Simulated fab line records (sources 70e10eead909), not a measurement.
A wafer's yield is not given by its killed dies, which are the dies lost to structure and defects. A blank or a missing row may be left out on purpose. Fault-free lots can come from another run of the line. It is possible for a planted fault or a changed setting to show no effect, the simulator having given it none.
Chamber matching -- flow nand_harc -- rie_diel-02 running NHARC_A_STAIRCASE_DESCUM_168: 4 sister chambers
The step chemistry O2, time 3 s. 14 wafers are shown with their chamber, then 7 later ones without.

## EACH WAFER AND ITS CHAMBER
wafer,chamber,drypump_motor_current_A (A),showerhead_plenum_p_Torr (Torr),oes_product_au (a.u.)
L074.1,0,6.3,1.81,0.994
L074.3,1,5.1,2.00,1.012
L074.6,2,5.6,1.76,1.001
L075.1,0,6.2,1.81,0.985
L075.4,1,5.1,2.00,1.026
L075.5,0,6.3,1.81,0.984
L079.1,3,5.7,1.93,0.996
L079.3,1,5.2,1.99,0.987
L079.6,3,5.7,1.93,0.994
L085.1,2,5.6,2.07,1.016
L085.2,0,6.3,1.80,1.004
L085.3,1,5.1,1.99,1.000
L087.3,1,5.1,1.98,0.993
L087.4,2,5.6,2.07,1.011

SIGNATURES (averages over the wafers above)
reading,chamber 0,chamber 1,chamber 2,chamber 3,scatter within a chamber
drypump_motor_current_A,6.275,5.120,5.600,5.700,0.0394
showerhead_plenum_p_Torr,1.8075,1.9920,1.9667,1.9300,0.0803
oes_product_au,0.99175,1.00360,1.00933,0.99500,0.0116
Rule: for a wafer and a chamber, the distance is found by dividing, reading by reading, the gap between the wafer's reading and the chamber's mean by the reading's scatter, squaring, summing and taking the root. The wafer belongs to the nearest chamber; if the next one is less than 2 further off, it can't be placed. The scatter: take each reading less its chamber's mean, square it, sum over the shown wafers, divide by the number of wafers less the number of chambers, and take the root.

## WAFERS WITHOUT THEIR CHAMBER
wafer,drypump_motor_current_A (A),showerhead_plenum_p_Torr (Torr),oes_product_au (a.u.)
L087.6,5.6,2.07,1.020
L089.1,5.1,1.98,0.985
L089.4,6.3,1.80,0.990
L089.6,5.1,1.98,0.993
L092.4,5.1,1.98,0.985
L092.5,5.7,1.92,0.992
L092.6,5.7,2.06,1.021

## EACH ONE'S CHAMBER
wafer,from the rows above,in truth
L087.6,2,2
L089.1,1,1
L089.4,0,0
L089.6,1,1
L092.4,1,1
L092.5,3,3
L092.6,can't be placed: 3 or 2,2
Correct placement for 6 of the 7. Not placeable from these rows: 1 (in 1, the candidates include the true chamber). Placed wrongly: 0.
